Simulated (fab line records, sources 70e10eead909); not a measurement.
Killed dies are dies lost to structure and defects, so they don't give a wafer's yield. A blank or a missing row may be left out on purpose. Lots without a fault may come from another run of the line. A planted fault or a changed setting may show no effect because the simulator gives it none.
fab line records | flow nand_harc | part 1 of 2: steps 1 to 19 of 27
record lots=5 wafers=15 last_day=24
route steps=1159 shown A_CONTACT@854
lots that met no fault: from a run of the same line without faults
start_h: hours from the record's first day to the start of the lot's first wafer shown | wait_h: hours since the lot's step before | " the same as in the row above | L1.1+2: a row that stands for several wafers | - no value, or no start given | * or withheld: withheld | < > ~ a bound
route shown NAME@n: a module of which the file shows steps, and the number in the route of the first | usual: mean/standard deviation of fault-free wafers | same: alike in all rows | chamber/n: place in a boat | sites: the reading at each site | _std_site: their standard deviation | _edge_site: outer sites' mean less inner sites' | radius_mm: how far each site lies from the wafer's centre | mask NAME#n: copy n | behind: the tool/chamber that last shaped the wafer | hold: why the lot was held/for how many hours/how that ended | device: the transistor (n, p or np) that didn't switch | end of line: the same wafers' tests at the end of the route | a step without rows: its recipe alone | killed: dies lost to structure and defects at the first sort, not the wafer's yield | map: a wafer's dies, x killed, . not, _ none there
set.NAME: the setting as run; set.NAME@STEP: as run at that earlier step | model.NAME: the simulator's own value behind a step, which no gauge read
lots at some steps of the route; a table a step, a row a wafer
services: from which hour (start_h, from the record's first day; less than 0 if before it) a tool's chamber was out of use, for how many hours, and why
## steps
# step NHARC_A_CONTACT_CD_MEAS_42
# recipe target_cd_nm=200 landing_energy_ev=500
# usual cd_nm=200.1/0.69
# columns lot.wafer tool chamber start_h wait_h cd_nm
L075.1 cd_sem-02 0 380.67 - 200.1
L075.3 " 0 " " 200.8
L075.6 " 0 " " 198.8
L076.2 cd_sem-03 0 388.42 - 200.7
L076.4 " 0 " " 200.1
L076.5 " 0 " " 200.4
L082.2 cd_sem-01 0 430.35 - 201.1
L082.5 " 0 " " 199.4
L082.6 " 0 " " 200.1
L089.1 cd_sem-02 0 478.97 - 199.7
L089.3 " 0 " " 201.5
L089.5 " 0 " " 199.6
L092.1 cd_sem-01 0 493.74 - 200.3
L092.3 " 0 " " 199.6
L092.6 " 0 " " 199.5
# step NHARC_A_CONTACT_OVL_MEAS_43
# usual overlay_x_nm=0.1/0.91 overlay_y_nm=-0.4/0.79
# columns lot.wafer tool chamber start_h wait_h overlay_x_nm overlay_y_nm
L075.1 overlay-01 - 380.77 - 0.4 -0.2
L075.3 " - " " -0.8 -0.2
L075.6 " - " " 0.3 -0.3
L076.2 overlay-01 - 388.51 - 1.2 0.0
L076.4 " - " " 0.5 -0.5
L076.5 " - " " 0.9 -0.1
L082.2 overlay-01 - 430.44 - 0.0 -0.6
L082.5 " - " " 0.5 -0.5
L082.6 " - " " 0.0 -0.6
L089.1 overlay-01 - 479.05 - -0.7 0.5
L089.3 " - " " -0.7 0.2
L089.5 " - " " -0.3 0.8
L092.1 overlay-02 - 493.83 - 0.0 -0.1
L092.3 " - " " 0.3 -0.5
L092.6 " - " " 0.2 -0.5
# step NHARC_A_CONTACT_INSPECT_44
# usual raw_defect_count=25/12
# columns lot.wafer tool chamber start_h wait_h raw_defect_count
L075.1 defect_inspect-01 - 380.81 0.0 15
L075.3 " - " " 20
L075.6 " - " " 25
L076.2 defect_inspect-01 - 388.54 0.0 16
L076.4 " - " " 17
L076.5 " - " " 21
L082.2 defect_inspect-01 - 430.47 0.0 38
L082.5 " - " " 26
L082.6 " - " " 29
L089.1 defect_inspect-02 - 479.09 0.0 37
L089.3 " - " " 25
L089.5 " - " " 42
L092.1 defect_inspect-02 - 493.87 0.0 7
L092.3 " - " " 15
L092.6 " - " " 14
# step NHARC_A_CONTACT_DESCUM_47
# recipe time_s=3 o2_flow_sccm=200 ar_flow_sccm=0 bias_power_w=0 chemistry=O2
# usual drypump_motor_current_A=5.8/0.31 mfc_ar_sccm=0.012/0.017 oes_product_au=0.997/0.014 rf_vpp_V=57.7/0.92 showerhead_plenum_p_Torr=1.93/0.11 throttle_valve_pct=11.311/0.0094
# columns lot.wafer tool chamber start_h wait_h drypump_motor_current_A mfc_ar_sccm oes_product_au rf_hours_counter_h rf_vpp_V showerhead_plenum_p_Torr throttle_valve_pct
L075.1 rie_diel-13 2 380.88 0.1 5.1 0 0.994 34 57.8 2.05 11.333
L075.3 " 3 " " 6.0 0 1.035 35 57.2 1.77 11.303
L075.6 " 1 " " 5.8 0 1.000 - 58.1 1.81 11.298
L076.2 rie_diel-06 1 388.62 0.1 5.8 0.001 1.006 24 56.8 1.91 11.305
L076.5 " 3 " " 6.1 0 0.999 - 57.5 1.77 11.319
L076.4 " 2 " " 5.6 0.038 1.005 - 59.1 2.01 11.317
L082.2 rie_diel-06 2 430.53 0.1 5.6 0.038 1.010 0 57.3 2.01 11.311
L082.6 " 2 " " 5.6 0.038 1.007 - 58.6 2.01 11.320
L082.5 " 3 " " 6.0 0 0.964 - 58.0 2.08 11.309
L089.1 rie_diel-06 0 479.17 0.1 5.4 0.041 1.003 11 57.7 1.82 11.301
L089.3 " 1 " " 5.8 0.001 1.016 9 56.4 1.90 11.332
L089.5 " 3 " " 6.0 0 0.982 - 58.3 2.07 11.319
L092.3 rie_diel-13 0 493.94 0.1 5.9 0 0.986 12 56.4 1.88 11.308
L092.1 " 1 " " 5.8 0 0.995 12 55.4 1.80 11.306
L092.6 " 2 " " 5.2 0 0.988 - 58.2 2.03 11.322
# step NHARC_A_CONTACT_ETCH_48
# recipe target_depth_a=390 over_etch_frac=0.3 time_s=65 ion_energy_ev=80 cf4_flow_sccm=150 ar_flow_sccm=0 rf_w=300 bias_w=100 chemistry=CF4
# usual drypump_motor_current_A=5.8/0.3 mfc_ar_sccm=0.012/0.017 oes_product_au=0.997/0.013 rf_vpp_V=151.2/1.4 showerhead_plenum_p_Torr=1.77/0.089 throttle_valve_pct=13.284/0.0089
# columns lot.wafer tool chamber start_h wait_h drypump_motor_current_A mfc_ar_sccm oes_product_au rf_hours_counter_h rf_vpp_V showerhead_plenum_p_Torr throttle_valve_pct
L075.3 rie_diel-13 3 381.03 0.1 6.1 0 1.030 35 150.5 1.64 13.270
L075.1 " 1 " " 5.8 0 1.007 29 151.1 1.68 13.294
L075.6 " 3 " " 6.1 0 1.022 - 149.0 1.64 13.272
L076.2 rie_diel-06 3 388.72 0.1 6.0 0 1.008 27 148.4 1.64 13.288
L076.5 " 3 " " 6.1 0 1.010 - 148.6 1.64 13.289
L076.4 " 1 " " 5.8 0.001 0.997 - 151.4 1.76 13.297
L082.2 rie_diel-06 1 430.64 0.1 5.8 0.001 1.007 0 151.2 1.76 13.282
L082.6 " 2 " " 5.6 0.038 1.010 - 151.8 1.85 13.292
L082.5 " 3 " " 6.0 0 0.983 - 150.8 1.91 13.291
L089.3 rie_diel-06 3 479.24 0.1 6.0 0 0.976 10 152.7 1.91 13.284
L089.1 " 0 " " 5.4 0.041 0.995 11 149.6 1.69 13.284
L089.5 " 2 " " 5.6 0.038 1.000 - 151.4 1.85 13.274
L092.3 rie_diel-13 3 494.01 0.1 6.1 0 1.005 13 153.6 1.91 13.274
L092.1 " 0 " " 5.9 0 0.980 12 150.7 1.74 13.283
L092.6 " 3 " " 6.1 0 1.014 - 154.8 1.90 13.279
# step NHARC_A_CONTACT_ETCH_49
# recipe target_depth_a=2600 over_etch_frac=0.3 time_s=475.3 ion_energy_ev=200 n2_flow_sccm=150 h2_flow_sccm=150 ar_flow_sccm=0 rf_w=400 bias_w=150 chemistry=N2/H2
# usual drypump_motor_current_A=5.8/0.32 mfc_ar_sccm=0.012/0.017 oes_product_au=0.996/0.013 rf_vpp_V=430/3.2 showerhead_plenum_p_Torr=2.04/0.11 throttle_valve_pct=14.170/0.0091
# columns lot.wafer tool chamber start_h wait_h drypump_motor_current_A mfc_ar_sccm oes_product_au rf_hours_counter_h rf_vpp_V showerhead_plenum_p_Torr throttle_valve_pct
L075.1 rie_diel-13 2 - - 5.2 0 0.997 34 436 2.19 14.166
L075.3 " 3 " " 6.1 0 1.027 35 425 1.88 14.185
L075.6 " 1 " " 5.8 0 1.000 - 428 1.93 14.164
L076.2 rie_diel-06 3 - - 6.1 0 1.000 27 426 1.88 14.168
L076.4 " 2 " " 5.6 0.038 1.002 - 432 2.15 14.176
L076.5 " 3 " " 6.0 0 1.012 - 426 1.88 14.185
L082.2 rie_diel-06 2 - - 5.6 0.038 1.008 0 433 2.14 14.168
L082.5 " 0 " " 5.4 0.041 0.987 - 427 1.94 14.165
L082.6 " 1 " " 5.8 0.001 1.005 - 430 2.03 14.170
L089.1 rie_diel-06 1 - - 5.9 0.001 1.010 9 428 2.03 14.166
L089.3 " 0 " " 5.4 0.041 1.003 11 428 1.94 14.168
L089.5 " 2 " " 5.6 0.038 1.009 - 433 2.14 14.167
L092.1 rie_diel-13 0 - - 5.9 0 0.996 12 429 2.01 14.162
L092.3 " 2 " " 5.3 0 0.997 13 432 2.17 14.192
L092.6 " 0 " " 5.9 0 1.003 - 430 2.01 14.166
# step NHARC_A_CONTACT_ETCH_50
# recipe target_depth_a=847 time_s=42.4 cf4_flow_sccm=100 chf3_flow_sccm=30 ar_flow_sccm=0 rf_w=500 bias_w=200 chemistry=CF4/CHF3
# usual chf3_flow_sccm=29.99/0.086 drypump_motor_current_A=5.8/0.31 mfc_ar_sccm=0.012/0.017 oes_product_au=0.950/0.025 rf_vpp_V=370.8/2.7 showerhead_plenum_p_Torr=1.58/0.08 throttle_valve_pct=16.802/0.0093
# columns lot.wafer tool chamber start_h wait_h chf3_flow_sccm drypump_motor_current_A mfc_ar_sccm oes_product_au rf_hours_counter_h rf_vpp_V showerhead_plenum_p_Torr throttle_valve_pct
L075.1 rie_diel-13 1 - - 29.97 5.8 0 0.922 29 369.1 1.50 16.806
L075.3 " 2 " " 30.02 5.2 0 0.916 35 374.6 1.68 16.783
L075.6 " 2 " " 30.13 5.2 0 0.914 - 373.9 1.68 16.798
L076.2 rie_diel-06 1 - - 30.06 5.9 0.001 0.960 25 371.6 1.57 16.800
L076.4 " 3 " " 29.98 6.0 0 0.967 - 367.2 1.46 16.801
L076.5 " 2 " " 29.97 5.6 0.038 0.971 - 372.6 1.65 16.807
L082.2 rie_diel-06 2 - - 30.01 5.6 0.038 0.979 0 372.9 1.65 16.815
L082.5 " 1 " " 29.89 5.8 0.001 0.987 - 371.3 1.57 16.792
L082.6 " 2 " " 29.84 5.6 0.038 0.961 - 372.8 1.65 16.797
L089.1 rie_diel-06 0 - - 29.94 5.4 0.041 0.968 11 368.4 1.50 16.796
L089.3 " 1 " " 30.03 5.8 0.001 0.981 10 370.1 1.57 16.798
L089.5 " 3 " " 29.95 6.0 0 0.942 - 374.9 1.70 16.798
L092.1 rie_diel-13 3 - - 29.91 6.0 0 0.976 13 376.0 1.70 16.797
L092.3 " 0 " " 29.85 5.9 0 0.966 13 369.2 1.55 16.808
L092.6 " 0 " " 29.95 5.9 0 0.964 - 370.2 1.55 16.799
# step NHARC_A_CONTACT_ETCH_51
# recipe target_depth_a=36000 over_etch_frac=0.3 time_s=936 ion_energy_ev=150 o2_flow_sccm=400 cos_flow_sccm=20 ar_flow_sccm=0 rf_w=500 bias_w=300 chemistry=O2/COS
# usual drypump_motor_current_A=5.8/0.32 mfc_ar_sccm=0.011/0.017 oes_product_au=0.997/0.014 rf_vpp_V=314.3/2.4 showerhead_plenum_p_Torr=3.14/0.16 throttle_valve_pct=28.330/0.0092
# columns lot.wafer tool chamber start_h wait_h drypump_motor_current_A mfc_ar_sccm oes_product_au rf_hours_counter_h rf_vpp_V showerhead_plenum_p_Torr throttle_valve_pct
L075.3 rie_diel-13 3 - - 6.1 0 1.019 36 310.7 2.90 28.326
L075.1 " 0 " " 5.9 0 0.986 33 314.3 3.09 28.338
L075.6 " 2 " " 5.2 0 0.991 - 316.0 3.33 28.349
L076.2 rie_diel-06 1 - - 5.8 0.001 0.995 25 313.6 3.11 28.341
L076.4 " 2 " " 5.6 0.038 1.009 - 316.1 3.27 28.335
L076.5 " 1 " " 5.8 0.001 0.990 - 314.4 3.11 28.340
L082.2 rie_diel-06 1 - - 5.8 0.001 1.005 1 315.0 3.11 28.326
L082.6 " 3 " " 6.0 0 0.971 - 316.3 3.37 28.344
L082.5 " 0 " " 5.4 0.041 0.999 - 312.0 2.98 28.334
L089.1 rie_diel-06 3 - - 6.1 0 0.984 10 317.7 3.37 28.321
L089.3 " 1 " " 5.9 0.001 1.006 10 312.5 3.11 28.325
L089.5 " 3 " " 6.0 0 0.983 - 316.6 3.37 28.325
L092.1 rie_diel-13 2 - - 5.2 0 0.989 13 316.3 3.30 28.334
L092.3 " 1 " " 5.8 0 1.002 13 311.6 2.95 28.326
L092.6 " 2 " " 5.3 0 0.991 - 317.7 3.30 28.325
# step NHARC_A_CONTACT_ETCH_111
# recipe source_w=withheld pressure_mtorr=20 bias_v=withheld time_s=140 target_depth_a=7000 ar_flow_sccm=withheld c4f8_flow_sccm=withheld o2_flow_sccm=withheld chemistry=C4F8/O2/Ar
# columns lot.wafer tool chamber start_h wait_h rf_hours_counter_h
L075.1 har_cap_etch-02 0 382.27 - 8
L075.3 " 1 " " -
L075.6 " 0 " " -
L076.2 har_cap_etch-03 1 390.10 - 80
L076.4 " 0 " " -
L076.5 " 0 " " -
L082.2 har_cap_etch-03 0 431.80 - 87
L082.6 " 0 " " -
L082.5 " 1 " " -
L089.1 har_cap_etch-02 0 480.44 - 23
L089.3 " 0 " " -
L089.5 " 0 " " -
L092.1 har_cap_etch-02 1 495.24 - 26
L092.3 " 1 " " -
L092.6 " 1 " " -
# step NHARC_A_CONTACT_ETCH_112
# recipe source_w=withheld pressure_mtorr=20 bias_v=3000 time_s=94 target_depth_a=9220 ar_flow_sccm=withheld c4f8_flow_sccm=withheld o2_flow_sccm=withheld chemistry=C4F8/O2/Ar
# columns lot.wafer tool chamber start_h wait_h rf_hours_counter_h
L075.1 har_cap_etch-02 0 382.47 0.2 8
L075.3 " 1 " " -
L075.6 " 0 " " -
L076.2 har_cap_etch-03 1 390.30 0.2 80
L076.4 " 0 " " -
L076.5 " 0 " " -
L082.2 har_cap_etch-03 0 432.00 0.2 87
L082.6 " 0 " " -
L082.5 " 1 " " -
L089.1 har_cap_etch-02 0 480.62 0.1 23
L089.3 " 0 " " -
L089.5 " 0 " " -
L092.1 har_cap_etch-02 1 495.43 0.1 26
L092.3 " 1 " " -
L092.6 " 1 " " -
# step NHARC_A_CONTACT_ETCH_113
# recipe source_w=withheld pressure_mtorr=20 bias_v=3000 time_s=94 target_depth_a=9220 ar_flow_sccm=withheld c4f8_flow_sccm=withheld o2_flow_sccm=withheld chemistry=C4F8/O2/Ar
# columns lot.wafer tool chamber start_h wait_h rf_hours_counter_h
L075.1 har_cap_etch-02 0 382.56 0.1 8
L075.3 " 1 " " -
L075.6 " 0 " " -
L076.2 har_cap_etch-03 1 390.39 0.1 80
L076.4 " 0 " " -
L076.5 " 0 " " -
L082.2 har_cap_etch-03 0 432.09 0.1 87
L082.6 " 0 " " -
L082.5 " 1 " " -
L089.1 har_cap_etch-02 0 480.72 0.1 23
L089.3 " 0 " " -
L089.5 " 0 " " -
L092.1 har_cap_etch-02 1 495.52 0.1 26
L092.3 " 1 " " -
L092.6 " 1 " " -
# step NHARC_A_CONTACT_ETCH_114
# recipe source_w=withheld pressure_mtorr=20 bias_v=3000 time_s=94 target_depth_a=9220 ar_flow_sccm=withheld c4f8_flow_sccm=withheld o2_flow_sccm=withheld chemistry=C4F8/O2/Ar
# columns lot.wafer tool chamber start_h wait_h rf_hours_counter_h
L075.1 har_cap_etch-02 0 382.65 0.1 8
L075.3 " 1 " " -
L075.6 " 0 " " -
L076.2 har_cap_etch-03 1 390.48 0.1 80
L076.4 " 0 " " -
L076.5 " 0 " " -
L082.2 har_cap_etch-03 0 432.18 0.1 87
L082.6 " 0 " " -
L082.5 " 1 " " -
L089.1 har_cap_etch-02 0 480.81 0.1 23
L089.3 " 0 " " -
L089.5 " 0 " " -
L092.1 har_cap_etch-02 1 495.61 0.1 26
L092.3 " 1 " " -
L092.6 " 1 " " -
# step NHARC_A_CONTACT_ETCH_115
# recipe source_w=withheld pressure_mtorr=20 bias_v=3000 time_s=94 target_depth_a=9220 ar_flow_sccm=withheld c4f8_flow_sccm=withheld o2_flow_sccm=withheld chemistry=C4F8/O2/Ar
# columns lot.wafer tool chamber start_h wait_h rf_hours_counter_h
L075.1 har_cap_etch-02 0 382.74 0.1 8
L075.3 " 1 " " -
L075.6 " 0 " " -
L076.2 har_cap_etch-03 1 390.57 0.1 80
L076.4 " 0 " " -
L076.5 " 0 " " -
L082.2 har_cap_etch-03 0 432.27 0.1 88
L082.6 " 0 " " -
L082.5 " 1 " " -
L089.1 har_cap_etch-02 0 480.90 0.1 23
L089.3 " 0 " " -
L089.5 " 0 " " -
L092.1 har_cap_etch-02 1 495.70 0.1 26
L092.3 " 1 " " -
L092.6 " 1 " " -
# step NHARC_A_CONTACT_ETCH_116
# recipe source_w=withheld pressure_mtorr=20 bias_v=3000 time_s=94 target_depth_a=9220 ar_flow_sccm=withheld c4f8_flow_sccm=withheld o2_flow_sccm=withheld chemistry=C4F8/O2/Ar
# columns lot.wafer tool chamber start_h wait_h rf_hours_counter_h
L075.1 har_cap_etch-02 0 382.83 0.1 8
L075.3 " 1 " " -
L075.6 " 0 " " -
L076.2 har_cap_etch-03 1 390.66 0.1 81
L076.4 " 0 " " -
L076.5 " 0 " " -
L082.2 har_cap_etch-03 0 432.36 0.1 88
L082.6 " 0 " " -
L082.5 " 1 " " -
L089.1 har_cap_etch-02 0 480.99 0.1 23
L089.3 " 0 " " -
L089.5 " 0 " " -
L092.1 har_cap_etch-02 1 495.79 0.1 27
L092.3 " 1 " " -
L092.6 " 1 " " -
# step NHARC_A_CONTACT_ETCH_117
# recipe source_w=withheld pressure_mtorr=20 bias_v=3000 time_s=94 target_depth_a=9220 ar_flow_sccm=withheld c4f8_flow_sccm=withheld o2_flow_sccm=withheld chemistry=C4F8/O2/Ar
# columns lot.wafer tool chamber start_h wait_h rf_hours_counter_h
L075.1 har_cap_etch-02 0 382.92 0.1 8
L075.3 " 1 " " -
L075.6 " 0 " " -
L076.2 har_cap_etch-03 1 390.76 0.1 81
L076.4 " 0 " " -
L076.5 " 0 " " -
L082.2 har_cap_etch-03 0 432.45 0.1 88
L082.6 " 0 " " -
L082.5 " 1 " " -
L089.1 har_cap_etch-02 0 481.08 0.1 23
L089.3 " 0 " " -
L089.5 " 0 " " -
L092.1 har_cap_etch-02 1 495.88 0.1 27
L092.3 " 1 " " -
L092.6 " 1 " " -
# step NHARC_A_CONTACT_ETCH_118
# recipe source_w=withheld pressure_mtorr=20 bias_v=3000 time_s=94 target_depth_a=9220 ar_flow_sccm=withheld c4f8_flow_sccm=withheld o2_flow_sccm=withheld chemistry=C4F8/O2/Ar
# columns lot.wafer tool chamber start_h wait_h rf_hours_counter_h
L075.1 har_cap_etch-02 0 383.02 0.1 8
L075.3 " 1 " " -
L075.6 " 0 " " -
L076.2 har_cap_etch-03 1 390.84 0.1 81
L076.4 " 0 " " -
L076.5 " 0 " " -
L082.2 har_cap_etch-03 0 432.54 0.1 88
L082.6 " 0 " " -
L082.5 " 1 " " -
L089.1 har_cap_etch-02 0 481.17 0.1 23
L089.3 " 0 " " -
L089.5 " 0 " " -
L092.1 har_cap_etch-02 1 495.97 0.1 27
L092.3 " 1 " " -
L092.6 " 1 " " -
# step NHARC_A_CONTACT_ETCH_119
# recipe source_w=withheld pressure_mtorr=20 bias_v=3000 time_s=94 target_depth_a=9220 ar_flow_sccm=withheld c4f8_flow_sccm=withheld o2_flow_sccm=withheld chemistry=C4F8/O2/Ar
# columns lot.wafer tool chamber start_h wait_h rf_hours_counter_h
L075.1 har_cap_etch-02 0 383.11 0.1 9
L075.3 " 1 " " -
L075.6 " 0 " " -
L076.2 har_cap_etch-03 1 390.94 0.1 81
L076.4 " 0 " " -
L076.5 " 0 " " -
L082.2 har_cap_etch-03 0 432.63 0.1 88
L082.6 " 0 " " -
L082.5 " 1 " " -
L089.1 har_cap_etch-02 0 481.26 0.1 24
L089.3 " 0 " " -
L089.5 " 0 " " -
L092.1 har_cap_etch-02 1 496.06 0.1 27
L092.3 " 1 " " -
L092.6 " 1 " " -
# step NHARC_A_CONTACT_ETCH_120
# recipe source_w=withheld pressure_mtorr=20 bias_v=3000 time_s=94 target_depth_a=9220 ar_flow_sccm=withheld c4f8_flow_sccm=withheld o2_flow_sccm=withheld chemistry=C4F8/O2/Ar
# columns lot.wafer tool chamber start_h wait_h rf_hours_counter_h
L075.1 har_cap_etch-02 0 383.20 0.1 9
L075.3 " 1 " " -
L075.6 " 0 " " -
L076.2 har_cap_etch-03 1 391.03 0.1 81
L076.4 " 0 " " -
L076.5 " 0 " " -
L082.2 har_cap_etch-03 0 432.72 0.1 88
L082.6 " 0 " " -
L082.5 " 1 " " -
L089.1 har_cap_etch-02 0 481.35 0.1 24
L089.3 " 0 " " -
L089.5 " 0 " " -
L092.1 har_cap_etch-02 1 496.15 0.1 27
L092.3 " 1 " " -
L092.6 " 1 " " -
# step NHARC_A_CONTACT_ETCH_121
# recipe source_w=withheld pressure_mtorr=20 bias_v=3000 time_s=94 target_depth_a=9220 ar_flow_sccm=withheld c4f8_flow_sccm=withheld o2_flow_sccm=withheld chemistry=C4F8/O2/Ar
# columns lot.wafer tool chamber start_h wait_h rf_hours_counter_h
L075.1 har_cap_etch-02 0 383.29 0.1 9
L075.3 " 1 " " -
L075.6 " 0 " " -
L076.2 har_cap_etch-03 1 391.12 0.1 81
L076.4 " 0 " " -
L076.5 " 0 " " -
L082.2 har_cap_etch-03 0 432.82 0.1 88
L082.6 " 0 " " -
L082.5 " 1 " " -
L089.1 har_cap_etch-02 0 481.45 0.1 24
L089.3 " 0 " " -
L089.5 " 0 " " -
L092.1 har_cap_etch-02 1 496.25 0.1 27
L092.3 " 1 " " -
L092.6 " 1 " " -
